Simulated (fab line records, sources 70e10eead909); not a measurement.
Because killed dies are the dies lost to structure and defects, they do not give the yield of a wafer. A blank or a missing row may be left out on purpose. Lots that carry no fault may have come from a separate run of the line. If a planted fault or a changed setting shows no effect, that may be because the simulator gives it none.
Which tool is to blame? + flow nand-harc + 13 lots, 39 wafers sampled, at 5 steps of a route of 1159

== WHAT EACH GAUGE READ, for each wafer ==
NHARC_A_BLC_INSPECT_28. Usual: 400 for raw-defect-count, sd 99.
| lot  | measured     | on                | raw-defect-count | flag |
|------|--------------|-------------------|------------------|------|
| L227 | day 17 15:18 | defect-inspect-01 | 505 400 321      |      |
| L228 | day 17 20:04 | defect-inspect-02 | 234 342 389      |      |
| L229 | day 17 21:14 | defect-inspect-01 | 329 341 323      |      |
| L234 | day 18 23:52 | defect-inspect-01 | 278 388 309      |      |
| L235 | day 19 03:28 | defect-inspect-02 | 519 497 287      |      |
| L236 | day 19 18:53 | defect-inspect-01 | 531 487 397      |      |
| L237 | day 19 22:36 | defect-inspect-01 | 339 556 417      |      |
| L240 | day 20 09:10 | defect-inspect-02 | 322 371 474      |      |
| L242 | day 21 10:27 | defect-inspect-02 | 328 292 295      |      |
| L243 | day 21 16:04 | defect-inspect-01 | 309 319 321      |      |
| L244 | day 21 16:29 | defect-inspect-02 | 438 380 418      |      |
| L248 | day 22 13:19 | defect-inspect-01 | 385 596 371      |      |
| L250 | day 23 03:19 | defect-inspect-02 | 451 539 715      |      |

NHARC_A_M0_OVL_MEAS_10: pitch 160 nm. Usual: overlay-x-nm -0.1 nm, standard deviation 0.75; overlay-y-nm 0.1 nm, standard deviation 0.81.
| lot  | measured     | on         | overlay-x-nm (nm) | overlay-y-nm (nm) | flag |
|------|--------------|------------|-------------------|-------------------|------|
| L227 | day 17 16:17 | overlay-02 | -1.3 -1.5 -1.0    | 0.5 0.6 -0.2      |      |
| L228 | day 17 21:04 | overlay-01 | -0.2 -0.6 0.2     | -0.6 -0.8 -0.8    |      |
| L229 | day 17 22:13 | overlay-02 | 1.2 1.2 0.7       | -1.9 -1.6 -0.9    |      |
| L234 | day 19 00:52 | overlay-01 | -0.3 0.2 0.2      | 0.3 0.2 -0.1      |      |
| L235 | day 19 04:28 | overlay-02 | 0.2 -0.3 0.1      | 1.5 1.6 1.2       |      |
| L236 | day 19 20:16 | overlay-01 | -0.1 0.6 -0.1     | 0.0 -0.5 -0.3     |      |
| L237 | day 19 23:35 | overlay-02 | -1.3 -0.8 -1.3    | -0.2 -0.2 0.2     |      |
| L240 | day 20 10:01 | overlay-01 | 0.3 0.1 0.1       | 0.7 0.5 0.5       |      |
| L242 | day 21 11:26 | overlay-01 | 0.5 0.9 0.8       | 0.5 0.5 0.1       |      |
| L243 | day 21 17:28 | overlay-02 | -0.8 -0.9 -0.5    | -0.8 -0.3 -0.8    |      |
| L244 | day 21 17:40 | overlay-01 | 0.1 -0.4 -0.4     | -0.1 0.7 0.5      |      |
| L248 | day 22 14:13 | overlay-01 | -0.6 -0.3 -0.3    | 1.9 2.0 1.8       |      |
| L250 | day 23 04:20 | overlay-01 | -0.3 -0.1 -0.2    | -0.7 -0.8 -0.3    |      |

NHARC_END_SORT_01. Usual: defect-limited-yield 95.3 %, standard deviation 1.6; killed-at-array 27, standard deviation 12; killed-at-other 0.8, standard deviation 1; killed-at-periphery 4.0, standard deviation 2.5; killed-dies 32, standard deviation 11; killed-open 3.3, standard deviation 1.8; killed-short 2.0, standard deviation 1.5; sort_bin_2_pct 1.5 %, standard deviation 0.59; sort_bin_3_pct 0.27 %, standard deviation 0.22; sort_bin_4_pct 3.0 %, standard deviation 1.1; sort-n-pass 645, standard deviation 11; sort-rim-yield-pct 95.6 %, standard deviation 2.7; sort-yield-pct 95.3 %, standard deviation 1.6.
| lot  | measured     | on        | defect-limited-yield (%) | killed-at-array | killed-at-other | killed-at-periphery | killed-dies | killed-open | killed-short | sort_bin_2_pct (%) | sort_bin_3_pct (%) | sort_bin_4_pct (%) | sort-n-pass | sort-rim-yield-pct (%) | sort-yield-pct (%) | flag |
|------|--------------|-----------|--------------------------|-----------------|-----------------|---------------------|-------------|-------------|--------------|--------------------|--------------------|--------------------|-------------|------------------------|--------------------|------|
| L227 | day 19 12:32 | prober-02 | 95.4 96.9 97.2           | 24 18 14        | 0 0 0           | 7 3 5               | 31 21 19    | 4 1 2       | 2 2 3        | 1.0 1.3 0.9        | 0.44 0.15 0.15     | 3.1 1.6 1.8        | 646 656 658 | 98.1 93.4 96.2         | 95.4 96.9 97.2     |      |
| L228 | day 20 04:19 | prober-02 | 97.6 97.0 97.3           | 13 13 11        | 0 0 1           | 3 7 6               | 16 20 18    | 1 4 4       | 3 1 3        | 1.3 0.6 0.4        | 0 0.30 0.15        | 1.0 2.1 2.1        | 661 657 659 | 97.2 95.3 100.0        | 97.6 97.0 97.3     |      |
| L229 | day 19 22:02 | prober-02 | 96.9 96.8 95.1           | 19 14 31        | 1 0 0           | 1 8 2               | 21 22 33    | 7 5 5       | 1 1 1        | 0.9 1.5 1.8        | 0 0.30 0.30        | 2.2 1.5 2.8        | 656 655 644 | 97.2 98.1 98.1         | 96.9 96.8 95.1     |      |
| L234 | day 20 16:56 | prober-01 | 93.4 96.0 95.1           | 40 26 26        | 2 1 2           | 3 0 5               | 45 27 33    | 3 1 2       | 3 0 4        | 1.8 0.9 2.1        | 0.44 0.15 0        | 4.4 3.0 2.8        | 632 650 644 | 94.3 91.5 94.3         | 93.4 96.0 95.1     |      |
| L235 | day 20 21:56 | prober-02 | 95.9 95.9 95.4           | 21 19 21        | 3 2 0           | 4 7 10              | 28 28 31    | 5 2 2       | 1 0 2        | 1.3 1.8 1.5        | 0.30 0.15 0.15     | 2.5 2.2 3.0        | 649 649 646 | 97.2 98.1 93.4         | 95.9 95.9 95.4     |      |
| L236 | day 21 16:27 | prober-02 | 95.7 95.4 96.0           | 26 29 23        | 1 0 2           | 2 2 2               | 29 31 27    | 5 5 5       | 2 2 2        | 1.0 1.2 1.3        | 0.44 0.30 0.30     | 2.8 3.1 2.4        | 648 646 650 | 98.1 98.1 97.2         | 95.7 95.4 96.0     |      |
| L237 | day 21 19:40 | prober-01 | 95.3 94.7 94.8           | 24 28 29        | 0 0 0           | 8 8 6               | 32 36 35    | 5 2 5       | 2 1 3        | 1.6 2.4 1.2        | 0.44 0 0.30        | 2.7 3.0 3.7        | 645 641 642 | 91.5 93.4 97.2         | 95.3 94.7 94.8     |      |
| L240 | day 22 03:44 | prober-01 | 97.6 95.3 98.4           | 15 29 9         | 0 0 0           | 1 3 2               | 16 32 11    | 1 3 3       | 1 2 1        | 0.3 2.1 0.3        | 0.15 0.30 0        | 1.9 2.4 1.3        | 661 645 666 | 100.0 99.1 100.0       | 97.6 95.3 98.4     |      |
| L243 | day 23 05:07 | prober-02 | 93.5 92.2 93.8           | 38 40 38        | 1 1 0           | 5 12 4              | 44 53 42    | 5 4 3       | 0 5 1        | 3.8 5.6 4.3        | 0.15 0.15 0.30     | 2.5 2.1 1.6        | 633 624 635 | 80.2 83.0 82.1         | 93.5 92.2 93.8     | OFF  |
| L244 | day 23 15:55 | prober-01 | 90.5 87.3 88.9           | 60 84 73        | 1 0 0           | 3 2 2               | 64 86 75    | 6 5 3       | 1 0 1        | 5.5 7.1 5.5        | 0.44 0.30 0.15     | 3.5 5.3 5.5        | 613 591 602 | 93.4 88.7 89.6         | 90.5 87.3 88.9     | OFF  |
| L248 | day 24 07:35 | prober-01 | 95.0 95.6 93.5           | 34 26 39        | 0 3 1           | 0 1 4               | 34 30 44    | 1 3 5       | 1 1 2        | 1.5 1.3 2.2        | 0.44 0 0.30        | 3.1 3.1 4.0        | 643 647 633 | 95.3 96.2 94.3         | 95.0 95.6 93.5     |      |
| L250 | day 24 22:18 | prober-02 | 96.3 95.7 97.0           | 14 20 11        | 2 3 2           | 9 6 7               | 25 29 20    | 4 2 3       | 0 2 0        | 1.0 1.3 1.5        | 0 0 0.15           | 2.7 3.0 1.3        | 652 648 657 | 94.3 99.1 96.2         | 96.3 95.7 97.0     |      |

== WHAT TOOL EACH LOT RAN ON (gives the tool, then ch and the chambers of the sampled wafers, and finally the start) ==
| lot  | NHARC_A_M0_ANNEAL_30             | NHARC_A_M0_CMP_23             |
|------|----------------------------------|-------------------------------|
| L227 | rtp-anneal-02 ch 0, day 17 18:25 | cmp-02 ch 0,1,2, day 17 18:46 |
| L228 | rtp-anneal-01 ch 0, day 17 22:55 | cmp-02 ch 0,1,2, day 17 23:13 |
| L229 | rtp-anneal-01 ch 0, day 18 00:10 | cmp-02 ch 1,2,3, day 18 00:24 |
| L234 | rtp-anneal-01 ch 0, day 19 02:48 | cmp-03 ch 1,2,3, day 19 03:06 |
| L235 | rtp-anneal-02 ch 0, day 19 06:30 | cmp-03 ch 2,3, day 19 06:44   |
| L236 | rtp-anneal-01 ch 0, day 19 22:06 | cmp-04 ch 0,1,3, day 19 22:31 |
| L237 | rtp-anneal-01 ch 0, day 20 01:33 | cmp-02 ch 0,1,2, day 20 01:49 |
| L240 | rtp-anneal-01 ch 0, day 20 11:47 | cmp-02 ch 0,1, day 20 12:08   |
| L242 | rtp-anneal-02, day 21 13:17      | cmp-03 ch 0,3, day 21 13:31   |
| L243 | rtp-anneal-02, day 21 19:13      | cmp-02 ch 1,2,3, day 21 19:37 |
| L244 | rtp-anneal-01, day 21 19:31      | cmp-03 ch 0,2,3, day 21 19:52 |
| L248 | rtp-anneal-02 ch 0, day 22 16:01 | cmp-04 ch 1,2,3, day 22 16:22 |
| L250 | rtp-anneal-02 ch 0, day 23 06:26 | cmp-02 ch 1,2,3, day 23 06:46 |
- NHARC_A_M0_ANNEAL_30: time 90 s.
- NHARC_A_M0_CMP_23: polishes, t overpolish 20 s, target thk 113.75 nm.

== AS READ BY THE TOOLS THEMSELVES (means over the sampled wafers that have a number; for cases with no such wafer, the mark the record gives instead) ==
NHARC_A_M0_ANNEAL_30. Usual: anneal-temp-c 225.00 C, standard deviation 0.19; anneal-temp-c-max 226.3, standard deviation 0.44; wafer_temp_C_max 226.08, standard deviation 0.27.
| lot  | tool          | anneal-temp-c (C) | anneal-temp-c-max | wafer_temp_C_max | flag |
|------|---------------|-------------------|-------------------|------------------|------|
| L227 | rtp-anneal-02 | 224.86            | 225.7             | 226.32           |      |
| L228 | rtp-anneal-01 | 225.15            | 226.8             | 226.06           |      |
| L229 | rtp-anneal-01 | 225.11            | 226.7             | 225.99           |      |
| L234 | rtp-anneal-01 | 224.76            | 226.2             | 226.15           |      |
| L235 | rtp-anneal-02 | 225.04            | 226.0             | 225.94           |      |
| L236 | rtp-anneal-01 | 225.05            | 226.7             | 226.22           |      |
| L237 | rtp-anneal-01 | 224.77            | 226.5             | 226.11           |      |
| L240 | rtp-anneal-01 | 224.78            | 226.4             | 226.06           |      |
| L242 | rtp-anneal-02 | -                 | -                 | -                | OFF  |
| L243 | rtp-anneal-02 | -                 | -                 | -                | OFF  |
| L244 | rtp-anneal-01 | -                 | -                 | -                | OFF  |
| L248 | rtp-anneal-02 | 225.01            | 225.9             | 226.17           |      |
| L250 | rtp-anneal-02 | 224.94            | 225.8             | 225.89           |      |

NHARC_A_M0_CMP_23. Usual: motor-current-A 12.0 A, standard deviation 1; time-to-endpoint-s 29 s, standard deviation 3.1.
| lot  | tool   | motor-current-A (A) | time-to-endpoint-s (s) | flag |
|------|--------|---------------------|------------------------|------|
| L227 | cmp-02 | 12.2                | 29                     |      |
| L228 | cmp-02 | 12.3                | 27                     |      |
| L229 | cmp-02 | 11.5                | 28                     |      |
| L234 | cmp-03 | 12.3                | 32                     |      |
| L235 | cmp-03 | 12.6                | 33                     |      |
| L236 | cmp-04 | 12.6                | 27                     |      |
| L237 | cmp-02 | 11.8                | 28                     |      |
| L240 | cmp-02 | 11.3                | 26                     |      |
| L242 | cmp-03 | 10.6                | 33                     |      |
| L243 | cmp-02 | 12.2                | 27                     |      |
| L244 | cmp-03 | 11.5                | 33                     |      |
| L248 | cmp-04 | 12.4                | 31                     |      |
| L250 | cmp-02 | 11.9                | 28                     |      |

== THE ANSWER, worked out from the rows above alone ==
Rule: a lot is off if the mean of its wafers that have a number lies more than 3 standard deviations from the usual mean. A lot without any number at a reading at which 4 lots or more have one is off too. The other lots that the step has rows for count as sound. The gauges are gone through in route order, then the tools' own readings, and for those a lot's mean is taken as printed above. At the first step where some lot is off, the reading lying furthest off is the one used; lots without a number count as furthest.
Off, at NHARC_END_SORT_01 on sort_bin_2_pct: L243, L244. Neither off nor sound, because the step has no rows for them: L242.
A tool fits if, at a process step before that reading, it ran every lot that is off, and no sound lot after the first of them. Not tried: the gauges at NHARC_END_SORT_01; whatever is off there is also off at NHARC_A_M0_ANNEAL_30, on other tools, and gauge error can't account for it. Of those tried, none fits.

== WHAT THE SIMULATOR PUT IN ==
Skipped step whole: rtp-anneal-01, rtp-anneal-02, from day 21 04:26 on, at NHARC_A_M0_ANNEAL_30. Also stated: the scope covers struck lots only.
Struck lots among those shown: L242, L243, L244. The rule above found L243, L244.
